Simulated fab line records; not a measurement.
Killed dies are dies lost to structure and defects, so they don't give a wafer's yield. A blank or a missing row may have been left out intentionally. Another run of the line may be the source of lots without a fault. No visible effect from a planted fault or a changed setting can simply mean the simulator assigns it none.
Matching of chambers    flow n5Finfet    N5_FIN_CUT_ETCH_20 on rieDiel-05: 4 sister chambers
The step etches SiARC in CF4, target depth 26 nm, time 43.3 s. 4 wafers are shown with their chamber, then 8 later ones without.

WAFERS PAIRED WITH THEIR CHAMBERS
wafer   chamber  drypumpMotorCurrentA (A)
L093.1  1        5.7
L093.4  3        5.1
L093.6  0        5.8
L094.1  2        6.0

WAFERS WITH NO CHAMBER GIVEN
wafer   drypumpMotorCurrentA (A)
L094.2  5.8
L094.5  5.8
L095.2  5.6
L095.5  5.1
L095.6  5.8
L096.2  5.6
L096.4  5.8
L096.5  5.6

WHICH CHAMBER EACH WENT THROUGH
wafer   from the rows above      in truth
L094.2  can't be placed: 0 or 1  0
L094.5  can't be placed: 0 or 1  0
L095.2  can't be placed: 1 or 0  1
L095.5  3                        3
L095.6  can't be placed: 0 or 1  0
L096.2  can't be placed: 1 or 0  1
L096.4  can't be placed: 0 or 1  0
L096.5  can't be placed: 1 or 0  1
Correct placement for 1 of the 8. Cannot be placed on the basis of these rows: 7; the candidates contain the true chamber in 7. Number placed wrongly: 0.
How it was worked out, from the rows above alone: a wafer's distance from a chamber is the root of the sum, over the readings, of the square of ((its reading less the chamber's mean) divided by the reading's scatter). If the next closest chamber is less than 2 further off than the closest, the wafer can't be placed; otherwise it belongs to the closest. Each chamber's mean is taken over the wafers shown for it. The scatter: root of mean squared gap, hidden wafer to nearest shown wafer, with one shown wafer a chamber.
